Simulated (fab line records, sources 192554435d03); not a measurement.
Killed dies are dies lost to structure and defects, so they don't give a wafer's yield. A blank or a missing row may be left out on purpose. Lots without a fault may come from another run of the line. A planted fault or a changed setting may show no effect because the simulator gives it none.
Problem report in the 8D (eight disciplines) form, filled by code | flow n5_finfet | the parts of the form that need people (team, actions taken, sign-off) are left out

1. THE PROBLEM
run_length_s at N5_PASSIVATION_PECVD_53 reads a mean of 216.8 s on 5 wafers of 3 lots; wafers without a fault read 197.1 s with a standard deviation of 0.46. That is +43 standard deviations from the usual mean.
The step: deposits SiO2 from TEOS/O2, target thk 800 nm, time 169.4 s.
First seen on wafer L667.1, day 13 17:37, on pecvd-02. The record holds 30 wafers of 11 lots with a number at this step. Rule for "out", or "out of limits": more than 4 standard deviations from the usual mean. The other wafers with a number count as sound.

2. WHAT IT IS AND WHAT IT IS NOT
question                    | is                                     | is not
which readings at this step | run_length_s                           | susceptor_temp_C
which lots                  | L667, L673, L675                       | L669, L676, L677, L678, L679, L682, L683, L685
which wafers of those lots  | L667.1, L667.3, L673.3, L675.1, L675.3 | L667.6, L673.4
read on which tools         | pecvd-02                               | pecvd-01, pecvd-04
when                        | from day 13 17:37                      | up to then (4 sound wafers); but 21 sound wafers of L673, L676, L677, L678, L679, L682, L683, L685 came after

3. SUSPECTS, AND WHAT RULES EACH OUT
Counting: a tool at a process step up to the reading stays a suspect if it ran every lot that is out. Sound lots after the first of them don't rule it out here, since some wafers of a struck lot are sound.
- pecvd-02 at N5_PASSIVATION_PECVD_53 (deposits SiO2 from TEOS/O2, target thk 800 nm, time 169.4 s): kept. It ran every lot that is out, first L667 (day 13 17:37); its last sound lot up to then is L669 (day 13 14:17). Its own readings are out on those wafers: run_length_s.
Left after counting: pecvd-02 at N5_PASSIVATION_PECVD_53.

4. THE CAUSE (what the simulator had put in)
Process parameter drift: pecvd-02, from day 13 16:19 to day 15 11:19, at N5_PASSIVATION_PECVD_53. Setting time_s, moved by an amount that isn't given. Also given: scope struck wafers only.
Counting left only this tool.

5. THE CHAIN OF EFFECTS, in route order
Each row: a reading whose mean over the struck wafers that have a number lies more than 3 standard deviations from the usual. Only readings for which the record gives a usual standard deviation are gone through. hours: the time from each lot's start at the first step in this table that gives one to its start at this step, as a median over the lots. sigmas: the change in usual standard deviations.
hours | step                    | reading              | usual   | on struck wafers | change | sigmas
0     | N5_PASSIVATION_PECVD_53 | run_length_s         | 197.1 s | 216.8            | +19.7  | +43
4     | N5_PASSIVATION_PROBE_49 | defect_limited_yield | 91.4 %  | 23.5             | -67.9  | -45
4     | N5_PASSIVATION_PROBE_49 | killed_at_other      | 4       | 823              | +819   | +99 or more
4     | N5_PASSIVATION_PROBE_49 | killed_dies          | 102     | 903              | +801   | +44
4     | N5_PASSIVATION_PROBE_49 | killed_on_rim        | 13      | 27               | +14    | +4.1
4     | N5_PASSIVATION_PROBE_49 | sort_bin_5_function  | 5.0 %   | 73.3             | +68.3  | +70
4     | N5_PASSIVATION_PROBE_49 | sort_n_pass          | 1078    | 277              | -801   | -42
4     | N5_PASSIVATION_PROBE_49 | sort_yield_pct       | 91.3 %  | 23.5             | -67.8  | -42
The process steps in it:
- N5_PASSIVATION_PECVD_53: deposits SiO2 from TEOS/O2, target thk 800 nm, time 169.4 s.
- N5_PASSIVATION_PROBE_49
Later measuring or inspecting steps at which every struck wafer that the step has a row for has a number for every such reading, and none has moved that far: N5_PASSIVATION_CD_MEAS_44, N5_PASSIVATION_OVL_MEAS_66.

6. WHAT WOULD HAVE CAUGHT IT SOONER
In this record the first reading out of limits was taken at day 13 17:37, 1 hour after the fault began at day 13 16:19.
